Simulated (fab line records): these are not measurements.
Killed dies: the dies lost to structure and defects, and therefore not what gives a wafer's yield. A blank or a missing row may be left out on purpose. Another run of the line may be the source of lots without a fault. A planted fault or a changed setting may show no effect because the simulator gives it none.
A struck lot beside a sound one ; flow nandHarc ; 18 out of 1302 route steps
Sound: wafers L975.1, L975.3, L975.4. Wafers L987.2, L987.5, L987.6 were the ones struck. The cause is given at the end.
Each step with rows lists, per side, the tool, then ch with its chambers, then its first start. Under that, the readings that differ: sound wafers ; struck wafers ; difference of the means ; sigmas: that difference in standard deviations of wafers without a fault.
alike: words and numbers the same on both sides, and readings whose means are apart by under 2 such deviations; not compared: readings that were withheld, readings missing a value for some wafer, numbers with overlapping values and no deviation given by the record, and bounds like >300 which may hide the same value.
Wherever a step has rows on one side only, a row that says differs or no value, or a row with sigmas, the two part there. Numbers that have no deviation but don't overlap get no sigmas and don't part them. A reading missing from all wafers of one side parts the sides only when that side holds two or more wafers.

first, 1 step without rows for these wafers: NHARC_P_BONDPAD_ETCH_37 (etches the open film in N2/H2, target depth 60 nm, overetch 18 nm, time 65.91 s).
NHARC_P_BONDPAD_ETCH_12: etches the open film in CHF3/O2, target depth 200 nm, time 100 s.
  sound on rieDiel-05 ch 0,1,2; struck on rieDiel-11 ch 0,2,3
  alike: drypumpMotorCurrentA, oesProductAu, rfVppV, showerheadPlenumPTorr, throttleValvePct
  not compared: rfHoursCounterH
NHARC_P_BONDPAD_CD_MEAS_13:
  sound on cdSem-03 at day 8 09:16; struck on cdSem-01 at day 13 09:53
  alike: cdNm
then, 1 step without rows for these wafers: NHARC_P_BONDPAD_STRIP_15 (strips in O2).
NHARC_P_BONDPAD_ETCH_24: etches the open film in CF4/N2, target depth 30 nm, time 72.99 s.
  sound on rieDiel-11 ch 0,2,3; struck on rieDiel-05 ch 1,2
  alike: drypumpMotorCurrentA, oesProductAu, rfVppV, showerheadPlenumPTorr, throttleValvePct
  not compared: rfHoursCounterH
then, 1 step without rows for these wafers: NHARC_P_BONDPAD_STRIP_16 (strips in post etch residue remover, time 600 s).
NHARC_P_BONDPAD_DEGAS_25: time 60 s.
  sound on pvdSputter-02 at day 8 09:53; struck on pvdSputter-01 at day 13 10:31
reading;sound;struck;difference;sigmas
susceptorTempC (C);- - -;299.66 299.73 299.68;no value on the sound wafers;
  alike: heaterPowerW
then, 4 steps without rows for these wafers: NHARC_P_BONDPAD_PRE_CLEAN_26 (time 30 s); NHARC_P_BONDPAD_PVD_17 (deposits TaN, target thk 5 nm, time 8.06 s); NHARC_P_BONDPAD_PVD_27 (deposits Cu, target thk 30 nm, time 20.49 s); NHARC_P_BONDPAD_ECD_18 (material Cu, target thk 400 nm).
NHARC_P_BONDPAD_ANNEAL_28: time 90 s.
  sound on rtpAnneal-02 ch 0, day 8 10:38; struck on rtpAnneal-01 ch 0, day 13 11:18
  alike: wafer_temp_C_max
NHARC_P_BONDPAD_CMP_19: polishes, t overpolish 30 s, cu recess touch 16 s, target thk 160.81 nm.
  sound on cmp-02 ch 0,1,3, day 8 11:00; struck on cmp-02 ch 0,2,3, day 13 11:41
  no value came back on the struck wafers for cuRecessTouchS (s), edgeZonePressureFrac, motorCurrentA (A), overpolishRunS (s); on the sound wafers cuRecessTouchS (s) reads 16 16 16
NHARC_P_BONDPAD_THK_MEAS_20: measures by xrf.
  sound on filmMetro-01 at day 8 11:17; struck on filmMetro-02 at day 13 11:55
reading;sound;struck;difference;sigmas
thkNm (nm);162.8 161.0 161.0;395.3 402.7 397.1;+236.8;+99 or more
then, 1 step without rows for these wafers: NHARC_P_BONDPAD_SRD_21 (time 30 s, dry time 20 s).
NHARC_P_BONDPAD_INSPECT_23:
  sound on defectInspect-01 at day 8 11:30; struck on defectInspect-01 at day 13 12:07
reading;sound;struck;difference;sigmas
rawDefectCount;447 281 385;5981 6071 5927;+5622;+51
NHARC_P_BONDPAD_ACTIVATE_29: chemistry N2, time 60 s.
  sound on rieDiel-11 ch 0,1,2, day 8 11:34; struck on rieDiel-11 ch 0,2, day 13 12:11
  alike: drypumpMotorCurrentA, oesProductAu, rfVppV, showerheadPlenumPTorr
  not compared: rfHoursCounterH
-- record jumps: 17 days between struck wafers' starts before vs after; left off in module P_BONDPAD, resumes in module END, first step shown is number 1302 of the route --
NHARC_END_SORT_01:
  here the record holds rows for the struck wafers (prober-01 ch 0, day 30 18:52) but none for the sound ones

## WHERE THEY PART
First at NHARC_P_BONDPAD_DEGAS_25; last, within this record, at NHARC_END_SORT_01.

WHY: what the simulator had put in
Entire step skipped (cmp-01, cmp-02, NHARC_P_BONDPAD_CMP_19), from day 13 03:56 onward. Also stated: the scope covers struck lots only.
